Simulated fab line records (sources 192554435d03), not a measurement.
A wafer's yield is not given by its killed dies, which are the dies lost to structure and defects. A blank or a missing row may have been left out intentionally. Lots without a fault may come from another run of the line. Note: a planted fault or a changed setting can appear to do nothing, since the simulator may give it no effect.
Matching of chambers / flow n5-finfet / N5_SD_EPI_P_ETCH_37 on rie-diel-06 has 4 sister chambers
The step etches SOC in N2/H2, overetch 108 nm, time 486 s. 4 wafers are shown with their chamber, then 10 later ones without.

== WAFERS PAIRED WITH THEIR CHAMBERS ==
wafer=L083.1; chamber=3; showerhead-plenum-p-Torr (Torr)=2.42
wafer=L085.1; chamber=0; showerhead-plenum-p-Torr (Torr)=2.58
wafer=L087.1; chamber=2; showerhead-plenum-p-Torr (Torr)=2.68
wafer=L087.5; chamber=1; showerhead-plenum-p-Torr (Torr)=2.59

== WAFERS WHOSE CHAMBER IS MISSING ==
wafer=L087.6; showerhead-plenum-p-Torr (Torr)=2.58
wafer=L091.3; showerhead-plenum-p-Torr (Torr)=2.68
wafer=L091.4; showerhead-plenum-p-Torr (Torr)=2.41
wafer=L091.5; showerhead-plenum-p-Torr (Torr)=2.59
wafer=L096.1; showerhead-plenum-p-Torr (Torr)=2.67
wafer=L096.2; showerhead-plenum-p-Torr (Torr)=2.58
wafer=L096.3; showerhead-plenum-p-Torr (Torr)=2.59
wafer=L097.2; showerhead-plenum-p-Torr (Torr)=2.59
wafer=L097.4; showerhead-plenum-p-Torr (Torr)=2.58
wafer=L097.6; showerhead-plenum-p-Torr (Torr)=2.41

== WHICH CHAMBER EACH ONE RAN IN ==
wafer=L087.6; from the rows above=can't be placed: 0 or 1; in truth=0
wafer=L091.3; from the rows above=2; in truth=2
wafer=L091.4; from the rows above=3; in truth=3
wafer=L091.5; from the rows above=can't be placed: 1 or 0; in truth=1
wafer=L096.1; from the rows above=2; in truth=2
wafer=L096.2; from the rows above=can't be placed: 0 or 1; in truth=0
wafer=L096.3; from the rows above=can't be placed: 1 or 0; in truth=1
wafer=L097.2; from the rows above=can't be placed: 1 or 0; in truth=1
wafer=L097.4; from the rows above=can't be placed: 0 or 1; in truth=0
wafer=L097.6; from the rows above=3; in truth=3
Correctly placed: 4 of 10. From these rows, 6 cannot be placed; in 6 the true chamber is one of the candidates. 0 placed wrongly.
How it was worked out, from the rows above alone: a wafer's distance from a chamber is the root of the sum, over the readings, of the square of ((its reading less the chamber's mean) divided by the reading's scatter). If the next closest chamber is less than 2 further off than the closest, the wafer can't be placed; otherwise it belongs to the closest. A chamber's mean is the mean of its shown wafers. The scatter (one wafer shown for each chamber): square how far every hidden wafer sits from the nearest shown wafer, average those squares and take the square root.
